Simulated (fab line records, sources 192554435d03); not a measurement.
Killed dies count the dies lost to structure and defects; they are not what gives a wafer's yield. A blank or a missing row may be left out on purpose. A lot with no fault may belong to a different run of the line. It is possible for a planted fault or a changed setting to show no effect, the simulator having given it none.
Chamber matching :: flow n5_finfet :: 4 sister chambers for N5_FIN_SAQP_DESCUM_21 on rie_diel-03
The step chemistry O2, time 7.9 s. 20 wafers are shown with their chamber, then 10 later ones without.

## EACH WAFER AND ITS CHAMBER
wafer: L075.1
chamber: 1
drypump_motor_current_A (A): 6.7
showerhead_plenum_p_Torr (Torr): 2.08
rf_fwd_power_W (W): 49.62

wafer: L075.3
chamber: 2
drypump_motor_current_A (A): 5.9
showerhead_plenum_p_Torr (Torr): 2.07
rf_fwd_power_W (W): 49.31

wafer: L075.6
chamber: 0
drypump_motor_current_A (A): 5.5
showerhead_plenum_p_Torr (Torr): 2.00
rf_fwd_power_W (W): 49.58

wafer: L076.1
chamber: 3
drypump_motor_current_A (A): 5.6
showerhead_plenum_p_Torr (Torr): 2.21
rf_fwd_power_W (W): 49.25

wafer: L076.2
chamber: 2
drypump_motor_current_A (A): 5.9
showerhead_plenum_p_Torr (Torr): 2.07
rf_fwd_power_W (W): 49.33

wafer: L076.3
chamber: 1
drypump_motor_current_A (A): 6.7
showerhead_plenum_p_Torr (Torr): 2.08
rf_fwd_power_W (W): 49.46

wafer: L080.2
chamber: 0
drypump_motor_current_A (A): 5.5
showerhead_plenum_p_Torr (Torr): 1.99
rf_fwd_power_W (W): 49.69

wafer: L080.3
chamber: 3
drypump_motor_current_A (A): 5.6
showerhead_plenum_p_Torr (Torr): 2.21
rf_fwd_power_W (W): 49.26

wafer: L080.6
chamber: 0
drypump_motor_current_A (A): 5.5
showerhead_plenum_p_Torr (Torr): 1.99
rf_fwd_power_W (W): 49.74

wafer: L084.1
chamber: 2
drypump_motor_current_A (A): 5.9
showerhead_plenum_p_Torr (Torr): 2.07
rf_fwd_power_W (W): 49.42

wafer: L084.5
chamber: 0
drypump_motor_current_A (A): 5.5
showerhead_plenum_p_Torr (Torr): 1.99
rf_fwd_power_W (W): 49.61

wafer: L084.6
chamber: 3
drypump_motor_current_A (A): 5.6
showerhead_plenum_p_Torr (Torr): 2.20
rf_fwd_power_W (W): 49.35

wafer: L086.1
chamber: 0
drypump_motor_current_A (A): 5.5
showerhead_plenum_p_Torr (Torr): 1.99
rf_fwd_power_W (W): 49.60

wafer: L086.3
chamber: 2
drypump_motor_current_A (A): 5.9
showerhead_plenum_p_Torr (Torr): 2.06
rf_fwd_power_W (W): 49.25

wafer: L086.4
chamber: 3
drypump_motor_current_A (A): 5.6
showerhead_plenum_p_Torr (Torr): 2.20
rf_fwd_power_W (W): 49.39

wafer: L088.1
chamber: 2
drypump_motor_current_A (A): 5.9
showerhead_plenum_p_Torr (Torr): 2.06
rf_fwd_power_W (W): 49.34

wafer: L088.2
chamber: 3
drypump_motor_current_A (A): 5.6
showerhead_plenum_p_Torr (Torr): 2.20
rf_fwd_power_W (W): 49.54

wafer: L088.6
chamber: 2
drypump_motor_current_A (A): 5.9
showerhead_plenum_p_Torr (Torr): 2.06
rf_fwd_power_W (W): 49.20

wafer: L089.1
chamber: 2
drypump_motor_current_A (A): 6.0
showerhead_plenum_p_Torr (Torr): 2.06
rf_fwd_power_W (W): 49.19

wafer: L089.3
chamber: 1
drypump_motor_current_A (A): 6.7
showerhead_plenum_p_Torr (Torr): 2.07
rf_fwd_power_W (W): 49.52

SIGNATURES (averages over the wafers above)
reading: drypump_motor_current_A
chamber 0: 5.500
chamber 1: 6.700
chamber 2: 5.914
chamber 3: 5.600
scatter within a chamber: 0.0231

reading: showerhead_plenum_p_Torr
chamber 0: 1.9920
chamber 1: 2.0767
chamber 2: 2.0643
chamber 3: 2.2040
scatter within a chamber: 0.00523

reading: rf_fwd_power_W
chamber 0: 49.6440
chamber 1: 49.5333
chamber 2: 49.2914
chamber 3: 49.3580
scatter within a chamber: 0.0895
Rule: for each reading, subtract the chamber's mean from the wafer's reading, divide by that reading's scatter and square the result; add these up over the readings and take the root, which gives the wafer's distance from the chamber. If the next closest chamber is less than 2 further off than the closest, the wafer can't be placed; otherwise it belongs to the closest. The scatter: take each reading less its chamber's mean, square it, sum over the shown wafers, divide by the number of wafers less the number of chambers, and take the root.

## WAFERS WITH NO CHAMBER GIVEN
wafer: L089.5
drypump_motor_current_A (A): 5.5
showerhead_plenum_p_Torr (Torr): 1.99
rf_fwd_power_W (W): 49.72

wafer: L091.1
drypump_motor_current_A (A): 5.9
showerhead_plenum_p_Torr (Torr): 2.06
rf_fwd_power_W (W): 49.30

wafer: L091.3
drypump_motor_current_A (A): 5.6
showerhead_plenum_p_Torr (Torr): 2.20
rf_fwd_power_W (W): 49.41

wafer: L091.5
drypump_motor_current_A (A): 5.9
showerhead_plenum_p_Torr (Torr): 2.06
rf_fwd_power_W (W): 49.45

wafer: L094.1
drypump_motor_current_A (A): 5.5
showerhead_plenum_p_Torr (Torr): 1.98
rf_fwd_power_W (W): 49.67

wafer: L094.5
drypump_motor_current_A (A): 5.6
showerhead_plenum_p_Torr (Torr): 2.20
rf_fwd_power_W (W): 49.51

wafer: L094.6
drypump_motor_current_A (A): 5.9
showerhead_plenum_p_Torr (Torr): 2.06
rf_fwd_power_W (W): 49.27

wafer: L097.2
drypump_motor_current_A (A): 5.9
showerhead_plenum_p_Torr (Torr): 2.06
rf_fwd_power_W (W): 49.43

wafer: L097.3
drypump_motor_current_A (A): 5.7
showerhead_plenum_p_Torr (Torr): 2.20
rf_fwd_power_W (W): 49.46

wafer: L097.6
drypump_motor_current_A (A): 5.6
showerhead_plenum_p_Torr (Torr): 2.20
rf_fwd_power_W (W): 49.50

## CHAMBER TAKEN BY EACH
wafer: L089.5
from the rows above: 0
in truth: 0

wafer: L091.1
from the rows above: 2
in truth: 2

wafer: L091.3
from the rows above: 3
in truth: 3

wafer: L091.5
from the rows above: 2
in truth: 2

wafer: L094.1
from the rows above: 0
in truth: 0

wafer: L094.5
from the rows above: 3
in truth: 3

wafer: L094.6
from the rows above: 2
in truth: 2

wafer: L097.2
from the rows above: 2
in truth: 2

wafer: L097.3
from the rows above: 3
in truth: 3

wafer: L097.6
from the rows above: 3
in truth: 3
Placed correctly: 10 of 10. Left unplaced by these rows: 0. 0 placed wrongly.
